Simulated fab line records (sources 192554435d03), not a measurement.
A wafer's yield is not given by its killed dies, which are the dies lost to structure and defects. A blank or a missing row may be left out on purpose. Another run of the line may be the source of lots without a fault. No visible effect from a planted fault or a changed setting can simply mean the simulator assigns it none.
Chamber matching + flow n5 finfet + N5_BEOL_M4_ILD_DEP_00 on pecvd-03: 3 sister chambers
The step deposits SiOC from DEMS/O2, target thk 79 nm, time 15.3 s. 3 wafers are shown with their chamber, then 7 later ones without.

## WAFERS, EACH WITH ITS CHAMBER
| wafer  | chamber | heater power w (W) |
|--------|---------|--------------------|
| L080.2 | 1       | 500                |
| L082.1 | 0       | 387                |
| L082.2 | 2       | 310                |

## WAFERS MISSING THEIR CHAMBER
| wafer  | heater power w (W) |
|--------|--------------------|
| L082.6 | 385                |
| L086.2 | 505                |
| L086.3 | 357                |
| L086.4 | 373                |
| L087.2 | 582                |
| L087.4 | 585                |
| L087.6 | 356                |

## WHICH CHAMBER EACH ONE RAN IN
| wafer  | from the rows above     | in truth |
|--------|-------------------------|----------|
| L082.6 | can't be placed: 0 or 2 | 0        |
| L086.2 | 1                       | 1        |
| L086.3 | can't be placed: 0 or 2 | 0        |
| L086.4 | can't be placed: 0 or 2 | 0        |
| L087.2 | 1                       | 1        |
| L087.4 | 1                       | 1        |
| L087.6 | can't be placed: 0 or 2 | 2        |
Placed correctly: 3 of 7. These rows do not allow placing 4 (true chamber among the candidates in 4). 0 placed wrongly.
How it was worked out, from the rows above alone: a wafer's distance from a chamber is the root of the sum, over the readings, of the square of ((its reading less the chamber's mean) divided by the reading's scatter). If the next closest chamber is less than 2 further off than the closest, the wafer can't be placed; otherwise it belongs to the closest. Each chamber's mean is taken over the wafers shown for it. The scatter (one wafer shown for each chamber): square how far every hidden wafer sits from the nearest shown wafer, average those squares and take the square root.
